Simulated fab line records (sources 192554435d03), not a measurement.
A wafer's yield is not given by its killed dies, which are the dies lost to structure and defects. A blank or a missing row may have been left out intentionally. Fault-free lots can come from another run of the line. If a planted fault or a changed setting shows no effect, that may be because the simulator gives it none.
A struck lot beside a sound one + flow n5 finfet + 39 out of 1938 route steps
Sound: wafers L121.2, L121.3, L121.5. Struck: wafer L117.2 (L117.3, L117.4, from the same lot, were not struck and are left out); the cause is given at the end.
For every step that has rows: the tool of each side, followed by ch and its chambers, followed by its first start. Under that, the readings that differ: sound wafers + struck wafers + difference of the means + sigmas: that difference in standard deviations of wafers without a fault.
alike: words and numbers the same on both sides, and readings whose means are apart by under 2 such deviations; not compared: readings that were withheld, readings missing a value for some wafer, numbers with overlapping values and no deviation given by the record, and bounds like >300 which may hide the same value.
A row with sigmas, a row that says differs or no value, or rows on one side alone: a step with any of these is where the two part. Numbers that have no deviation but don't overlap get no sigmas and don't part them. A reading that every wafer of one side lacks parts them only if that side has two wafers or more.

first, 10 steps without rows for these wafers: N5_DUMMY_GATE_ETCH_23 (etches poly-Si in HBr/Cl2/O2, target depth 41 nm, time 22.3 s); N5_DUMMY_GATE_ETCH_44 (etches poly-Si in HBr/O2, stops on SiO2, target depth 127.5 nm); N5_DUMMY_GATE_ETCH_42 (etches SiO2 in CHF3/O2, target depth 3.5 nm, time 31 s); N5_DUMMY_GATE_STRIP_48 (strips in N2/H2, time 20 s); N5_DUMMY_GATE_PRECLEAN_33 (cleans in dHF, time 10 s); N5_DUMMY_GATE_PRECLEAN_25 (cleans in O3/DIW, time 45 s); N5_DUMMY_GATE_PRECLEAN_51 (cleans in SC2, time 45 s); N5_DUMMY_GATE_SRD_26 (time 30 s); N5_DUMMY_GATE_UV_OZONE_45 (time 120 s); N5_SPACER0_ALD_07 (deposits SiNx, target thk 2 nm).
N5_SPACER0_ALD_00: deposits SiOCN, target thk 3.5 nm, pulse time 3 s, purge time 2 s.
  sound on ald sin-04 ch 0,3, day 7 16:27; struck on ald sin-02 ch 3, day 7 00:29
| reading                                   | sound       | struck | difference | sigmas |
|-------------------------------------------|-------------|--------|------------|--------|
| ald cycles                                | 58 58 58    | 20     | -38        |        |
| model.SiOCN_of_SPACER0_ALD_00.thk nm (nm) | 3.4 3.4 3.4 | 1.2    | -2.2       |        |
  alike: heater power w, precursor pulse height rel, susceptor temp C
then, 25 steps without rows for these wafers: N5_SPACER0_ALD_08 (deposits SiNx, target thk 2 nm); N5_SD_EPI_N_COAT_32 (time 60 s, resist thk 350 nm); N5_SD_EPI_N_COAT_33 (time 60 s, resist thk 35 nm); N5_SD_EPI_N_COAT_03 (resist thk 150 nm); N5_SD_EPI_N_EBR_05; N5_SD_EPI_N_SOFTBAKE_04 (time 60 s); N5_SD_EPI_N_EXPOSE_06 (exposes mask SD N BLK, target cd 120 nm); N5_SD_EPI_N_PEB_07 (peb time 60 s); N5_SD_EPI_N_DEVELOP_08 (develop time 30 s); N5_SD_EPI_N_DESCUM_14 (chemistry O2, time 7.9 s); N5_SD_EPI_N_ETCH_34 (etches SiARC in CF4, target depth 45.5 nm, time 75.8 s); N5_SD_EPI_N_ETCH_35 (etches SOC in N2/H2, overetch 108 nm, time 486 s); N5_SD_EPI_N_STRIP_36 (strips in N2/H2); N5_SD_EPI_N_ETCHBACK_44 (etches SiNx in CH3F/O2, stops on SiO2, target depth 14.5 nm); N5_SD_EPI_N_ETCH_45 (etches SiOCN in CH3F/O2, target depth 6 nm); N5_SD_EPI_N_ETCH_16 (etches SiO2 in CHF3/O2, target depth 5 nm); N5_SD_EPI_N_STRIP_47 (strips in CHF3/O2); N5_SD_EPI_N_SD_RECESS_17 (chemistry HBr/Cl2/O2, target depth 41 nm, time 23.7 s, bt time 3 s); N5_SD_EPI_N_STRIP_38 (strips in N2/H2); N5_SD_EPI_N_WET_ETCH_43 (etches SiO2 in dHF, time 14 s, target depth 1.5 nm); N5_SD_EPI_N_STRIP_18 (strips in SPM, time 750 s); N5_SD_EPI_N_SRD_20 (time 30 s); N5_SD_EPI_N_PRECLEAN_48 (cleans in NF3:NH3, afs cycles 2, time 20 s, sublimation time 60 s); N5_SD_EPI_N_VAPOR_ETCH_50 (etches Si in HCl, time 54 s); N5_SD_EPI_N_EPI_21 (deposits Si:P, time 690 s).
N5_SD_EPI_P_PRECLEAN_32: cleans in dHF, time 10 s.
  sound on wet bench-04 ch 0,2,6, day 8 02:34; struck on wet bench-04 ch 6, day 7 10:18
| reading                                   | sound       | struck | difference | sigmas |
|-------------------------------------------|-------------|--------|------------|--------|
| model.SiOCN_of_SPACER0_ALD_00.thk nm (nm) | 3.4 3.4 3.4 | 1.2    | -2.2       |        |
  alike: bath heat duty pct
-- a jump in the record: the struck wafers' starts before and after are 5 days apart (it breaks off in module SD_EPI_P and resumes in module BEOL_M4, where the first step shown is number 1111 of the route) --
N5_BEOL_M4_RC_MEAS_101:
  sound on prober-02 ch 0, day 12 08:55; struck on prober-02 ch 0, day 12 04:19
| reading             | sound                   | struck  | difference | sigmas |
|---------------------|-------------------------|---------|------------|--------|
| DIBL_N (mV/V)       | 39.4 36.2 40.1          | 58.0    | +19.4      | +10    |
| DIBL_P (mV/V)       | 38.9 35.8 41.3          | 53.0    | +14.3      | +6     |
| IOFF_N (nA/um)      | 0.21 0.14 0.23          | 1.21    | +1.02      | +27    |
| IOFF_N_85C (nA/um)  | 4.1 2.8 4.3             | 16.7    | +13.0      | +21    |
| IOFF_N_LIN (nA/um)  | 0.092 0.066 0.100       | 0.357   | +0.271     | +19    |
| IOFF_N_LONG (nA/um) | 5.8e-05 5.6e-05 5.9e-05 | 6.5e-05 | +7.3e-06   | +2     |
| IOFF_P (nA/um)      | 0.26 0.20 0.30          | 1.27    | +1.02      | +25    |
| IOFF_P_85C (nA/um)  | 4.4 3.6 4.9             | 16.5    | +12.2      | +21    |
| IOFF_P_LIN (nA/um)  | 0.118 0.100 0.131       | 0.448   | +0.332     | +24    |
| ION_N (uA/um)       | 692 678 697             | 808     | +119       | +8     |
| ION_P (uA/um)       | 467 467 476             | 551     | +81        | +9     |
| REXT_N (ohm.um)     | 75.1 74.7 74.7          | 59.5    | -15.3      | -10    |
| REXT_P (ohm.um)     | 101.0 98.9 100.4        | 82.4    | -17.7      | -7     |
| SS_N (mV/dec)       | 72.4 71.9 71.4          | 75.9    | +4.0       | +5     |
| SS_P (mV/dec)       | 73.6 72.8 73.6          | 76.6    | +3.3       | +4     |
| VT_N (mV)           | 244 251 244             | 218     | -28        | -7     |
| VT_N_LVT (mV)       | 94 102 94               | 68      | -29        | -7     |
| VT_P (mV)           | -247 -249 -247          | -221    | +27        | +8     |
| VT_P_LVT (mV)       | -97 -100 -95            | -67     | +30        | +10    |
-- the record jumps here: 4 days lie between the struck wafers' starts before and after (it left off in module BEOL_M4 and takes up again in module PASSIVATION, whose first step shown is number 1936 of the route) --
N5_PASSIVATION_PROBE_49:
  struck on prober-02, day 16 04:34; sound on prober-01, day 16 23:22
| reading                | sound          | struck | difference | sigmas |
|------------------------|----------------|--------|------------|--------|
| killed at contacts     | 22 21 9        | 2      | -15        | -3     |
| sort_bin_4_leakage (%) | 0 0 0          | 91.10  | +91.10     |        |
| sort n pass            | 1075 1040 1065 | 0      | -1060      | -59    |
| sort yield pct (%)     | 91.1 88.1 90.3 | 0      | -90        | -60    |
  alike: defect limited yield, killed_at_M0_to_M3, killed_at_M4_up, killed at front end, killed at other, killed dies, killed on rim, killed open, killed short, sort_bin_5_function, sort_bin_6_memory

WHERE THEY PART
Earliest at N5_BEOL_M4_RC_MEAS_101; latest, in this record, at N5_PASSIVATION_PROBE_49.

WHY: whatever the simulator had introduced
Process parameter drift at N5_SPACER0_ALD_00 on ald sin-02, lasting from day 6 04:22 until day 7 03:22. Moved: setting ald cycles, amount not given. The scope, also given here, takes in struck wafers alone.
